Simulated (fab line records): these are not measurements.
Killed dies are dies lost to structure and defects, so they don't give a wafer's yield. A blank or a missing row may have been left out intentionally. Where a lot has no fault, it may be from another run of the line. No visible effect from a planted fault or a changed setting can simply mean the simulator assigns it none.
fab line records	flow n5-finfet
record: lots: 10	wafers: 30	last-day: 17
route steps=1938 shown BEOL_M7@1331 BEOL_M8@1350 PASSIVATION@1936
lots that met no fault: taken from a fault-free run of the same line
start-h: the number of hours between the record's first day and the start of the first shown wafer of the lot	wait-h: hours since the lot's step before	" as in the row above	L1.1+2: a single row standing in for several wafers	- either no value or no given start	* or withheld: withheld	< > ~ a bound
route shown NAME@n: names a module that has steps shown in the file, with the first one's number in the route	usual: mean/standard deviation of fault-free wafers	same: alike in all rows	chamber/n: place in a boat	sites: the reading at each site	_std_site: how widely they spread, as a standard deviation	_edge_site: inner sites' mean taken away from outer sites' mean	radius-mm: for every site, how far away it sits from the centre of the wafer	mask NAME#n: copy n	behind: the last tool/chamber to shape the wafer	hold: cause of the lot's hold/its duration in hours/its outcome	device: whichever transistor did not switch (one of n, p or np)	end of line: the route-end tests of the same wafers	a step given without rows: its recipe and nothing more	killed: not the wafer's yield, but the dies lost to structure and defects at the first sort	map: a wafer's dies, x killed, . not, _ none there
set.NAME: the setting as run; set.NAME@STEP: as run at that earlier step	model.NAME: the simulator's own value behind a step, which no gauge read
the route's steps for a sample of lots (tables are steps, rows are wafers)
services: when a tool's chamber went out of use (start-h, in hours from the record's first day, below 0 if earlier), for how many hours, and the reason
== steps ==
step: N5_BEOL_M7_INSPECT_58
recipe: inspect-instrument: darkfield	mode: post-dep
usual: raw-defect-count: 73/24
lot.wafer	tool	chamber	start-h	wait-h	raw-defect-count
L622.1	defect-inspect-01	-	212.05	0.0	93
L622.4	"	-	"	"	61
L622.6	"	-	"	"	51
L621.1	defect-inspect-02	-	213.36	0.0	106
L621.2	"	-	"	"	106
L621.4	"	-	"	"	92
L630.2	defect-inspect-01	-	265.45	0.0	51
L630.4	"	-	"	"	84
L630.5	"	-	"	"	76
L629.1	defect-inspect-01	-	267.56	0.0	55
L629.2	"	-	"	"	60
L629.5	"	-	"	"	81
L631.1	defect-inspect-01	-	269.38	0.0	146
L631.2	"	-	"	"	67
L631.6	"	-	"	"	60
L634.1	defect-inspect-01	-	291.92	0.0	56
L634.2	"	-	"	"	70
L634.6	"	-	"	"	55
L638.1	defect-inspect-02	-	316.65	0.0	49
L638.4	"	-	"	"	40
L638.6	"	-	"	"	40
L639.3	defect-inspect-01	-	321.14	0.0	66
L639.5	"	-	"	"	82
L639.6	"	-	"	"	38
L641.1	defect-inspect-02	-	326.88	0.0	64
L641.4	"	-	"	"	93
L641.5	"	-	"	"	61
L640.3	defect-inspect-02	-	331.59	0.0	94
L640.5	"	-	"	"	83
L640.6	"	-	"	"	63
step: N5_BEOL_M8_ETCH_62
recipe: chemistry: N2/H2	target: SOC	target-depth-a: 1100	overetch-a: 220	mask-material: SiARC	temp-c: 40	time-s: 165	ion-energy-ev: 200	pressure-mtorr: 30	source-w: 840	bias-w: 150	n2-flow-sccm: 200	h2-flow-sccm: 200
usual: drypump-motor-current-A: 5.6/0.43	oes-product-au: 0.67/0.069	rf-fwd-power-W: 837.2/2.9	rf-vpp-V: 524.2/2.3	showerhead-plenum-p-Torr: 2.56/0.084	temp-c: 39.98/0.11	throttle-valve-pct: 17.91/0.25
lot.wafer	tool	chamber	start-h	wait-h	drypump-motor-current-A	oes-product-au	rf-fwd-power-W	rf-hours-counter-h	rf-vpp-V	showerhead-plenum-p-Torr	temp-c	throttle-valve-pct
L622.1	rie-diel-03	0	215.91	0.0	5.4	0.59	837.0	248	520.6	2.39	40.06	17.87
L622.4	"	1	"	"	6.2	0.58	838.3	243	523.1	2.51	40.16	18.43
L622.6	"	1	"	"	6.2	0.58	835.2	-	522.6	2.51	40.03	18.43
L621.1	rie-diel-02	0	216.38	0.0	5.2	0.77	835.2	37	522.3	2.49	40.04	17.75
L621.2	"	3	"	"	5.1	0.69	835.8	72	525.0	2.57	40.08	17.82
L621.4	"	2	"	"	5.7	0.71	837.2	60	520.8	2.47	40.04	17.85
L630.2	rie-diel-03	0	267.88	0.0	5.4	0.80	837.1	14	527.6	2.70	39.99	17.46
L630.4	"	2	"	"	5.5	0.62	840.0	171	526.8	2.65	39.84	18.09
L630.5	"	1	"	"	6.2	0.80	835.8	-	523.4	2.50	40.15	18.08
L629.1	rie-diel-06	2	269.33	0.0	5.4	0.75	841.0	47	529.3	2.70	39.97	17.53
L629.2	"	3	"	"	4.9	0.74	832.7	41	520.9	2.47	39.99	17.87
L629.5	"	2	"	"	5.4	0.75	840.3	-	527.5	2.70	40.05	17.53
L631.1	rie-diel-02	2	272.98	0.0	5.7	0.70	838.0	83	522.2	2.46	39.95	17.89
L631.2	"	0	"	"	5.2	0.74	840.4	59	522.4	2.48	40.09	17.80
L631.6	"	1	"	"	6.1	0.62	832.4	-	523.3	2.55	39.89	18.02
L634.1	rie-diel-06	0	296.31	0.0	5.8	0.58	837.0	249	521.5	2.51	40.09	17.82
L634.2	"	3	"	"	5.0	0.72	837.9	52	520.6	2.46	39.72	17.88
L634.6	"	1	"	"	5.3	0.57	840.0	-	525.3	2.62	39.88	18.28
L638.1	rie-diel-06	2	319.85	0.0	5.4	0.73	837.2	66	528.5	2.69	39.83	17.56
L638.4	"	3	"	"	4.9	0.71	830.7	-	522.0	2.46	39.97	17.91
L638.6	"	1	"	"	5.3	0.57	832.3	-	525.2	2.62	40.14	18.27
L639.3	rie-diel-02	3	323.21	0.0	5.1	0.66	840.2	111	524.4	2.56	39.96	17.89
L639.5	"	2	"	"	5.7	0.67	839.7	-	522.9	2.45	40.02	17.93
L639.6	"	3	"	"	5.1	0.65	835.9	-	524.3	2.56	39.94	17.91
L641.1	rie-diel-06	3	328.74	0.0	4.9	0.71	836.9	65	521.0	2.46	39.99	17.90
L641.4	"	3	"	"	4.9	0.71	837.8	-	522.9	2.46	40.02	17.90
L641.5	"	2	"	"	5.4	0.72	834.9	-	527.8	2.69	40.04	17.59
L640.3	rie-diel-03	0	335.30	0.0	5.4	0.77	835.1	37	527.7	2.69	40.05	17.50
L640.5	"	2	"	"	5.5	0.61	841.3	-	525.4	2.64	39.88	18.12
L640.6	"	1	"	"	6.2	0.75	833.5	-	523.2	2.50	40.10	18.11
step: N5_BEOL_M8_STRIP_19
recipe: chemistry: O2	power-w: 400	temp-c: 40	pressure-mtorr: 30	rf-frequency-hz: 6e+07	bias-power-w: 0	overash-fraction: 0.2	o2-flow-sccm: 225
usual: drypump-motor-current-A: 5.6/0.42	oes-product-au: 0.81/0.092	rf-vpp-V: 3.7/0.64	showerhead-plenum-p-Torr: 2.12/0.062	temp-c: 40.00/0.11	throttle-valve-pct: 16.66/0.25
lot.wafer	tool	chamber	start-h	wait-h	drypump-motor-current-A	oes-product-au	rf-hours-counter-h	rf-vpp-V	showerhead-plenum-p-Torr	temp-c	throttle-valve-pct
L622.1	rie-diel-02	1	216.25	0.1	6.1	0.74	138	3.9	2.08	40.01	16.72
L622.4	"	3	"	"	5.1	0.81	72	2.1	2.13	40.13	16.65
L622.6	"	1	"	"	6.1	0.75	-	3.7	2.08	39.78	16.69
L621.1	rie-diel-02	1	216.68	0.1	6.1	0.74	138	3.9	2.08	40.12	16.74
L621.2	"	3	"	"	5.1	0.81	72	3.1	2.13	39.79	16.66
L621.4	"	0	"	"	5.3	0.90	37	3.3	2.05	40.04	16.53
L630.2	rie-diel-06	3	268.20	0.1	4.9	0.87	41	3.2	2.04	40.09	16.77
L630.4	"	0	"	"	5.8	0.69	239	3.7	2.07	39.76	16.68
L630.5	"	2	"	"	5.4	0.87	-	3.4	2.21	40.07	16.19
L629.1	rie-diel-03	2	269.64	0.1	5.6	0.75	172	2.6	2.16	39.92	16.71
L629.2	"	3	"	"	6.2	0.80	119	4.7	2.12	39.97	16.60
L629.5	"	1	"	"	6.2	0.94	-	3.0	2.07	39.87	16.83
L631.1	rie-diel-03	2	273.28	0.1	5.5	0.74	172	4.1	2.16	40.00	16.72
L631.2	"	3	"	"	6.2	0.79	120	2.3	2.12	39.90	16.61
L631.6	"	2	"	"	5.5	0.74	-	4.2	2.16	39.97	16.72
L634.1	rie-diel-06	1	296.61	0.1	5.3	0.67	234	4.6	2.16	40.08	17.07
L634.2	"	0	"	"	5.8	0.68	249	3.8	2.07	40.11	16.71
L634.6	"	2	"	"	5.4	0.85	-	3.7	2.20	40.00	16.22
L638.1	rie-diel-03	0	320.14	0.1	5.4	0.94	31	3.5	2.21	40.01	16.29
L638.4	"	3	"	"	6.2	0.78	136	4.3	2.12	39.91	16.64
L638.6	"	3	"	"	6.2	0.79	-	3.3	2.12	39.98	16.66
L639.3	rie-diel-02	2	323.51	0.1	5.7	0.81	101	4.7	2.04	40.03	16.84
L639.5	"	0	"	"	5.2	0.84	-	3.5	2.03	40.08	16.59
L639.6	"	1	"	"	6.1	0.71	-	4.4	2.07	40.06	16.79
L641.1	rie-diel-06	3	329.08	0.1	4.9	0.84	65	3.0	2.03	39.95	16.82
L641.4	"	0	"	"	5.8	0.97	2	2.6	2.06	40.03	16.24
L641.5	"	2	"	"	5.4	0.84	-	3.5	2.20	39.89	16.27
L640.3	rie-diel-03	2	335.60	0.1	5.5	0.72	193	3.9	2.15	39.81	16.76
L640.5	"	0	"	"	5.4	0.93	-	4.8	2.21	40.17	16.31
L640.6	"	3	"	"	6.2	0.79	-	3.6	2.12	40.00	16.64
step: N5_BEOL_M8_COAT_64
recipe: resist: SiARC	temp-c: 220	time-s: 60	spin-rpm: 1500	resist-thk-nm: 12
usual: exhaust-pa: 45.0/1	plate-temp-C: 219.99/0.14	spin-speed-rpm: 1500.0/1
lot.wafer	tool	chamber	start-h	wait-h	exhaust-pa	plate-temp-C	spin-speed-rpm
L622.1	litho-track-01	0	216.47	-	44.2	219.98	1499.5
L622.4	"	0	"	"	44.5	220.02	1499.0
L622.6	"	0	"	"	44.2	219.97	1499.0
L621.1	litho-track-03	0	219.01	-	45.3	220.24	1499.5
L621.2	"	0	"	"	45.9	220.04	1500.2
L621.4	"	0	"	"	45.5	220.13	1499.7
L630.2	litho-track-03	0	268.31	-	45.7	220.12	1418.0
L630.4	"	0	"	"	45.0	220.00	1419.5
L630.5	"	0	"	"	45.5	219.93	1419.7
L629.1	litho-track-04	0	270.89	-	46.7	219.93	1499.5
L629.2	"	0	"	"	45.8	219.78	1501.1
L629.5	"	0	"	"	46.0	220.05	1500.7
L631.1	litho-track-03	0	275.54	-	46.8	220.03	1419.9
L631.2	"	0	"	"	45.1	220.26	1420.2
L631.6	"	0	"	"	45.8	220.03	1420.7
L634.1	litho-track-03	0	296.87	-	46.3	220.16	1419.2
L634.2	"	0	"	"	45.2	219.68	1419.5
L634.6	"	0	"	"	46.4	219.82	1418.3
L638.1	litho-track-01	0	321.65	-	44.5	219.97	1499.9
L638.4	"	0	"	"	44.2	220.02	1501.8
L638.6	"	0	"	"	44.8	220.00	1499.4
L639.3	litho-track-04	0	323.62	-	45.7	220.11	1502.1
L639.5	"	0	"	"	46.3	220.05	1501.3
L639.6	"	0	"	"	43.9	220.08	1500.2
L641.1	litho-track-04	0	329.67	-	46.5	220.30	1503.6
L641.4	"	0	"	"	45.4	219.84	1500.3
L641.5	"	0	"	"	45.2	220.20	1497.5
L640.3	litho-track-01	0	335.71	-	45.1	220.00	1500.5
L640.5	"	0	"	"	44.8	220.24	1499.1
L640.6	"	0	"	"	44.6	219.99	1499.6
step: N5_PASSIVATION_PROBE_49
usual: defect-limited-yield: 91.0/1.4	killed_at_M0_to_M3: 35/10	killed_at_M4_up: 13/6	killed-at-contacts: 13/6.4	killed-at-front-end: 42/12	killed-at-other: 3.2/2.4	killed-dies: 107/17	killed-open: 69/13	killed-short: 33/7.3	sort_bin_4_leakage: 0.00/0.022	sort_bin_5_function: 5.3/0.92	sort_bin_6_memory: 3.3/0.66	sort_bin_8_speed: 0.00/0.035	sort-n-pass: 1073/17	sort-yield-pct: 90.9/1.4
same: gross-dies: 1180	killed-at-back-side: 0
lot.wafer	tool	chamber	start-h	wait-h	defect-limited-yield[%]	killed_at_M0_to_M3	killed_at_M4_up	killed-at-contacts	killed-at-front-end	killed-at-other	killed-dies	killed-open	killed-short	sort_bin_4_leakage[%]	sort_bin_5_function[%]	sort_bin_6_memory[%]	sort_bin_8_speed[%]	sort-n-pass	sort-yield-pct[%]
L621.1	prober-02	-	278.56	0.3	90.8	43	6	11	46	2	108	57	43	0	4.7	3.6	0	1072	90.8
L621.2	prober-02	-	278.61	0.3	88.4	71	7	15	41	3	137	77	56	0	6.9	4.4	0.25	1040	88.1
L621.4	prober-02	-	278.71	0.4	90.1	42	10	15	42	8	117	78	29	0	5.8	3.6	0	1063	90.1
L622.1	prober-01	-	283.23	0.0	90.9	36	26	4	36	5	107	70	34	0	5.0	3.7	0	1073	90.9
L622.4	prober-01	-	283.38	0.2	89.2	28	19	11	66	3	127	77	43	0	6.3	3.7	0	1053	89.2
L622.6	prober-01	-	283.48	0.3	91.9	33	21	4	36	1	95	67	22	0	4.9	2.8	0	1085	91.9
L630.2	prober-01	-	334.07	0.1	93.8	19	9	12	33	0	73	50	15	0	3.6	2.6	0	1107	93.8
L630.4	prober-01	-	334.17	0.2	93.1	28	8	12	32	2	82	55	22	0	4.1	2.6	0	1098	93.1
L630.5	prober-01	-	334.22	0.2	91.5	36	16	6	41	1	100	62	29	0	5.2	3.1	0	1080	91.5
L629.1	prober-01	-	337.72	0.0	89.7	43	21	16	39	3	122	82	33	0	6.1	3.6	0	1058	89.7
L629.2	prober-01	-	337.77	0.1	93.1	29	9	16	27	1	82	52	25	0.08	4.4	2.4	0	1097	93.0
L629.5	prober-01	-	337.92	0.2	89.3	32	20	19	55	0	126	78	43	0	6.7	3.2	0	1054	89.3
L631.1	prober-01	-	353.77	0.0	92.0	29	14	15	34	2	94	54	31	0.08	4.9	2.7	0	1085	91.9
L631.2	prober-01	-	353.82	0.1	92.2	16	7	9	57	3	92	58	23	0	4.3	2.9	0	1088	92.2
L631.6	prober-01	-	354.02	0.3	93.6	36	10	8	22	0	76	50	24	0	3.1	3.2	0	1104	93.6
L634.1	prober-01	-	366.99	0.0	90.5	26	17	7	58	4	112	75	34	0	6.6	2.5	0	1068	90.5
L634.2	prober-01	-	367.04	0.1	90.2	21	24	13	57	1	116	78	35	0	5.8	3.9	0	1064	90.2
L634.6	prober-01	-	367.24	0.3	89.1	36	14	12	64	3	129	87	31	0	5.8	4.4	0	1051	89.1
L638.1	prober-02	-	392.04	0.0	89.3	22	7	24	67	6	126	89	37	0	6.2	4.0	0	1054	89.3
L638.4	prober-02	-	392.19	0.2	89.6	30	14	18	60	1	123	89	34	0	5.9	4.2	0	1057	89.6
L638.6	prober-02	-	392.29	0.3	90.5	40	6	9	55	2	112	77	35	0	6.0	3.1	0	1068	90.5
L639.3	prober-01	-	398.37	0.1	90.6	52	8	10	37	4	111	70	39	0	5.6	3.4	0	1069	90.6
L639.5	prober-01	-	398.47	0.2	93.1	31	15	10	18	7	81	50	31	0	3.6	2.8	0	1099	93.1
L639.6	prober-01	-	398.52	0.3	89.7	49	16	8	44	4	121	90	26	0	5.5	4.4	0	1059	89.7
L640.3	prober-01	-	405.03	0.1	89.2	40	11	26	49	2	128	82	45	0	6.3	4.2	0	1052	89.2
L640.5	prober-01	-	405.13	0.2	90.7	42	16	15	36	1	110	70	36	0	5.5	3.5	0	1070	90.7
L640.6	prober-01	-	405.18	0.3	93.1	27	5	12	37	0	81	58	20	0	4.5	2.1	0	1099	93.1
L641.1	prober-02	-	409.21	0.0	93.0	33	8	17	22	3	83	60	21	0	3.1	3.5	0	1097	93.0
L641.4	prober-02	-	409.36	0.2	92.0	41	5	17	27	4	94	59	34	0	5.1	2.5	0	1086	92.0
L641.5	prober-02	-	409.41	0.2	91.8	25	13	14	42	3	97	63	32	0	4.7	2.7	0	1083	91.8
killed by level:class
L621.1 FIN_SAQP:geometric-particle:short=11 BEOL_M0_SAQP:geometric-particle:open=11 BEOL_M0_SAQP:geometric-particle:short=10 MOL_CONTACT_COAG:geometric-particle:open=8 HKMG_FIN:area-etch=6 BEOL_M1:geometric-particle:open=5 FIN_SAQP:geometric-particle:open=4 GATE_CUT:geometric-particle:open=4
L621.2 BEOL_M3:geometric-particle:open=17 BEOL_M0_SAQP:geometric-particle:short=16 BEOL_M1:geometric-particle:open=12 MOL_CONTACT_COAG:geometric-particle:open=11 GATE_CUT:geometric-particle:short=8 BEOL_M0_SAQP:geometric-particle:open=8 BEOL_M3:geometric-particle:short=6 BEOL_M2:geometric-particle:open=6
L621.4 BEOL_M0_SAQP:geometric-particle:open=15 MOL_CONTACT_COAG:geometric-particle:open=11 STI_FIN_REVEAL:geometric-particle:open=6 GATE_CUT:geometric-particle:open=6 BEOL_M3:geometric-particle:open=6 BEOL_M2:geometric-particle:short=5 HKMG_FIN:area-etch=5 FIN_SAQP:geometric-particle:open=4
L622.1 BEOL_M3:geometric-particle:open=11 BEOL_M0_SAQP:geometric-particle:short=10 FIN_SAQP:geometric-particle:open=9 BEOL_M4:geometric-particle:open=8 STI_FIN_REVEAL:geometric-particle:open=6 FIN_SAQP:geometric-particle:short=5 BEOL_M5:geometric-particle:open=5 MOL_CONTACT_COAG:geometric-particle:open=4
L622.4 FIN_SAQP:geometric-particle:open=12 MOL_CONTACT_COAG:geometric-particle:open=11 STI_FIN_REVEAL:geometric-particle:open=10 BEOL_M3:geometric-particle:open=10 BEOL_M4:geometric-particle:open=9 GATE_CUT:geometric-particle:short=8 FIN_SAQP:geometric-particle:short=7 BEOL_M0_SAQP:geometric-particle:short=6
L622.6 STI_FIN_REVEAL:geometric-particle:open=11 BEOL_M2:geometric-particle:open=11 BEOL_M4:geometric-particle:open=9 BEOL_M1:geometric-particle:open=6 GATE_CUT:geometric-particle:short=5 FIN_SAQP:geometric-particle:open=4 MOL_CONTACT_COAG:geometric-particle:open=4 BEOL_M2:geometric-particle:short=4
L630.2 FIN_SAQP:geometric-particle:open=11 MOL_CONTACT_COAG:geometric-particle:open=9 FIN_SAQP:geometric-particle:short=5 STARTING-WAFER:geometric-particle:open=5 BEOL_M0_SAQP:geometric-particle:open=4 BEOL_M0_SAQP:geometric-particle:short=4 BEOL_M1:geometric-particle:open=3 BEOL_M6:geometric-particle:open=3
L630.4 MOL_CONTACT_COAG:geometric-particle:open=9 FIN_SAQP:geometric-particle:open=8 DUMMY_GATE:geometric-particle:open=7 BEOL_M0_SAQP:geometric-particle:short=7 BEOL_M1:geometric-particle:open=5 BEOL_M0_SAQP:geometric-particle:open=4 BEOL_M2:geometric-particle:open=4 BEOL_M4:geometric-particle:open=4
L630.5 FIN_SAQP:geometric-particle:open=17 BEOL_M1:geometric-particle:open=11 FIN_SAQP:geometric-particle:short=9 BEOL_M0_SAQP:geometric-particle:open=8 BEOL_M4:geometric-particle:open=7 GATE_CUT:geometric-particle:short=5 BEOL_M0_SAQP:geometric-particle:short=4 MOL_CONTACT_COAG:geometric-particle:short=3
L629.1 BEOL_M0_SAQP:geometric-particle:open=21 FIN_SAQP:geometric-particle:open=16 BEOL_M4:geometric-particle:open=14 BEOL_M0_SAQP:geometric-particle:short=13 MOL_CONTACT_COAG:geometric-particle:open=9 MOL_CONTACT_COAG:geometric-particle:short=7 FIN_SAQP:geometric-particle:short=4 ILD0:geometric-particle:short=3
L629.2 MOL_CONTACT_COAG:geometric-particle:open=14 BEOL_M0_SAQP:geometric-particle:short=8 BEOL_M0_SAQP:geometric-particle:open=8 BEOL_M4:geometric-particle:open=5 BEOL_M1:geometric-particle:open=4 FIN_SAQP:geometric-particle:open=3 FIN_SAQP:geometric-particle:short=3 STI_FIN_REVEAL:geometric-particle:open=3
L629.5 MOL_CONTACT_COAG:geometric-particle:open=18 BEOL_M4:geometric-particle:open=14 BEOL_M0_SAQP:geometric-particle:short=12 FIN_SAQP:geometric-particle:open=11 BEOL_M0_SAQP:geometric-particle:open=11 FIN_SAQP:geometric-particle:short=10 DUMMY_GATE:geometric-particle:open=7 BEOL_M2:geometric-particle:open=5
L631.1 BEOL_M4:geometric-particle:open=9 DUMMY_GATE:geometric-particle:open=8 FIN_SAQP:geometric-particle:short=7 MOL_CONTACT_COAG:geometric-particle:open=7 STI_FIN_REVEAL:geometric-particle:open=6 BEOL_M0_SAQP:geometric-particle:open=6 BEOL_M2:geometric-particle:open=5 BEOL_M0_SAQP:geometric-particle:short=5
L631.2 STI_FIN_REVEAL:geometric-particle:open=18 DUMMY_GATE:geometric-particle:open=6 MOL_CONTACT_COAG:geometric-particle:open=6 FIN_SAQP:geometric-particle:open=4 STI_FIN_REVEAL:geometric-particle:short=4 ILD0:geometric-particle:short=4 GATE_CUT:geometric-particle:short=4 BEOL_M2:geometric-particle:open=4
L631.6 STI_FIN_REVEAL:geometric-particle:open=9 BEOL_M0_SAQP:geometric-particle:short=8 BEOL_M0_SAQP:geometric-particle:open=7 BEOL_M4:geometric-particle:open=7 BEOL_M2:geometric-particle:open=7 BEOL_M3:geometric-particle:open=7 MOL_CONTACT_COAG:geometric-particle:open=4 MOL_CONTACT_COAG:geometric-particle:short=3
L634.1 FIN_SAQP:geometric-particle:open=21 FIN_SAQP:geometric-particle:short=10 STI_FIN_REVEAL:geometric-particle:open=8 GATE_CUT:geometric-particle:short=7 BEOL_M4:geometric-particle:open=7 BEOL_M0_SAQP:geometric-particle:open=6 BEOL_M0_SAQP:geometric-particle:short=6 MOL_CONTACT_COAG:geometric-particle:open=5
L634.2 BEOL_M4:geometric-particle:open=17 FIN_SAQP:geometric-particle:short=14 FIN_SAQP:geometric-particle:open=11 MOL_CONTACT_COAG:geometric-particle:open=10 STI_FIN_REVEAL:geometric-particle:open=10 GATE_CUT:geometric-particle:short=7 BEOL_M0_SAQP:geometric-particle:open=6 BEOL_M0_SAQP:geometric-particle:short=5
L634.6 FIN_SAQP:geometric-particle:open=29 MOL_CONTACT_COAG:geometric-particle:open=11 BEOL_M0_SAQP:geometric-particle:short=10 BEOL_M4:geometric-particle:open=9 STI_FIN_REVEAL:geometric-particle:open=8 FIN_SAQP:geometric-particle:short=7 BEOL_M0_SAQP:geometric-particle:open=6 BEOL_M3:geometric-particle:open=6
L638.1 STI_FIN_REVEAL:geometric-particle:open=26 MOL_CONTACT_COAG:geometric-particle:open=16 FIN_SAQP:geometric-particle:open=13 MOL_CONTACT_COAG:geometric-particle:short=8 BEOL_M3:geometric-particle:open=7 FIN_SAQP:geometric-particle:short=6 BEOL_M0_SAQP:geometric-particle:short=5 GATE_CUT:geometric-particle:open=3
L638.4 FIN_SAQP:geometric-particle:open=19 STI_FIN_REVEAL:geometric-particle:open=17 MOL_CONTACT_COAG:geometric-particle:open=15 FIN_SAQP:geometric-particle:short=10 BEOL_M0_SAQP:geometric-particle:short=6 BEOL_M0_SAQP:geometric-particle:open=6 BEOL_M2:geometric-particle:open=6 BEOL_M3:geometric-particle:open=4
L638.6 BEOL_M3:geometric-particle:open=16 STI_FIN_REVEAL:geometric-particle:open=13 FIN_SAQP:geometric-particle:open=12 BEOL_M0_SAQP:geometric-particle:open=10 BEOL_M0_SAQP:geometric-particle:short=6 MOL_CONTACT_COAG:geometric-particle:open=5 FIN_SAQP:geometric-particle:short=4 DUMMY_GATE:geometric-particle:open=4
L639.3 BEOL_M2:geometric-particle:open=17 FIN_SAQP:geometric-particle:short=10 BEOL_M0_SAQP:geometric-particle:open=9 STI_FIN_REVEAL:geometric-particle:open=9 BEOL_M1:geometric-particle:open=9 MOL_CONTACT_COAG:geometric-particle:open=7 BEOL_M1:geometric-particle:short=6 BEOL_M2:geometric-particle:short=6
L639.5 BEOL_M1:geometric-particle:open=11 MOL_CONTACT_COAG:geometric-particle:open=10 BEOL_M2:geometric-particle:open=6 BEOL_M4:geometric-particle:short=6 BEOL_M3:geometric-particle:open=5 BEOL_M0_SAQP:geometric-particle:short=4 FIN_SAQP:geometric-particle:short=3 DUMMY_GATE:geometric-particle:short=3
L639.6 BEOL_M1:geometric-particle:open=18 BEOL_M2:geometric-particle:open=16 STI_FIN_REVEAL:geometric-particle:open=14 FIN_SAQP:geometric-particle:open=7 MOL_CONTACT_COAG:geometric-particle:open=7 BEOL_M0_SAQP:geometric-particle:open=5 FIN_SAQP:geometric-particle:short=4 DUMMY_GATE:geometric-particle:open=4
L640.3 MOL_CONTACT_COAG:geometric-particle:open=22 DUMMY_GATE:geometric-particle:open=13 BEOL_M0_SAQP:geometric-particle:short=13 STI_FIN_REVEAL:geometric-particle:open=9 BEOL_M0_SAQP:geometric-particle:open=9 FIN_SAQP:geometric-particle:short=8 MOL_CONTACT_COAG:geometric-particle:short=4 DUMMY_GATE:geometric-particle:short=4
L640.5 BEOL_M0_SAQP:geometric-particle:open=15 MOL_CONTACT_COAG:geometric-particle:open=13 BEOL_M0_SAQP:geometric-particle:short=12 STI_FIN_REVEAL:geometric-particle:open=9 BEOL_M5:geometric-particle:open=7 BEOL_M0:geometric-particle:open=6 FIN_SAQP:geometric-particle:open=4 STI_FIN_REVEAL:geometric-particle:short=4
L640.6 STI_FIN_REVEAL:geometric-particle:open=15 MOL_CONTACT_COAG:geometric-particle:open=10 BEOL_M0_SAQP:geometric-particle:open=9 STI_FIN_REVEAL:geometric-particle:short=4 BEOL_M0_SAQP:geometric-particle:short=4 BEOL_M3:geometric-particle:open=4 DUMMY_GATE:geometric-particle:open=3 GATE_CUT:geometric-particle:short=3
L641.1 MOL_CONTACT_COAG:geometric-particle:open=13 BEOL_M0_SAQP:geometric-particle:open=11 STI_FIN_REVEAL:geometric-particle:open=5 BEOL_M4:geometric-particle:open=5 BEOL_M3:geometric-particle:open=4 MOL_CONTACT_COAG:geometric-particle:short=4 BEOL_M0_SAQP:geometric-particle:short=4 BEOL_M0:geometric-particle:open=4
L641.4 MOL_CONTACT_COAG:geometric-particle:open=13 BEOL_M0_SAQP:geometric-particle:open=10 BEOL_M0_SAQP:geometric-particle:short=7 GATE_CUT:geometric-particle:short=6 BEOL_M2:geometric-particle:open=5 BEOL_M3:geometric-particle:open=5 BEOL_M3:geometric-particle:short=5 MOL_CONTACT_COAG:geometric-particle:short=4
L641.5 STI_FIN_REVEAL:geometric-particle:open=13 MOL_CONTACT_COAG:geometric-particle:open=11 BEOL_M2:geometric-particle:open=8 FIN_SAQP:geometric-particle:open=7 BEOL_M4:geometric-particle:open=6 STARTING-WAFER:geometric-particle:open=5 FIN_SAQP:geometric-particle:short=4 GATE_CUT:geometric-particle:short=4
== services ==
tool	chamber	start-h	hours	kind
rie-diel-06	2	210.88	4.2	repair
rie-diel-03	0	221.15	-	clean
rie-diel-03	0	221.15	-	consumable-replace:focus-ring
rie-diel-03	0	221.15	-	consumable-replace:showerhead
rie-diel-03	0	221.15	18.5	scheduled-down
rie-diel-03	0	221.15	18.5	vent-cycle
litho-track-01	-	236.73	-	consumable-replace:filter
rie-diel-03	1	239.65	-	clean
rie-diel-03	1	239.65	-	consumable-replace:focus-ring
rie-diel-03	1	239.65	15.2	scheduled-down
rie-diel-03	1	239.65	15.2	vent-cycle
litho-track-03	-	241.81	-	consumable-replace:filter
rie-diel-06	-	246.45	15.6	pm
rie-diel-03	1	272.43	3.8	repair
rie-diel-06	0	299.85	-	clean
rie-diel-06	0	299.85	-	consumable-replace:esc
rie-diel-06	0	299.85	-	consumable-replace:focus-ring
rie-diel-06	0	299.85	24.4	scheduled-down
rie-diel-06	0	299.85	24.4	vent-cycle
rie-diel-06	1	325.72	3.3	repair
rie-diel-06	0	334.10	3.4	repair
== key ==
first-sign: step: N5_BEOL_M8_COAT_64	reading: spin-speed-rpm	direction: down	sigmas: 77	usual: *	struck: *
effect none on later readings
met-at N5_BEOL_M8_COAT_64
struck-lots L630,L631,L634
not-acting-at N5_BEOL_M7_INSPECT_58,N5_BEOL_M8_ETCH_62,N5_BEOL_M8_STRIP_19
onset-between 219.01 268.31
fault: kind: process-parameter-drift	tool: litho-track-03	chamber: -	onset-h: 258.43	steps: N5_BEOL_M8_COAT_64	channel: spin-rpm	offset: *	shape: step	end-h: 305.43	acts-in: *	stated: *
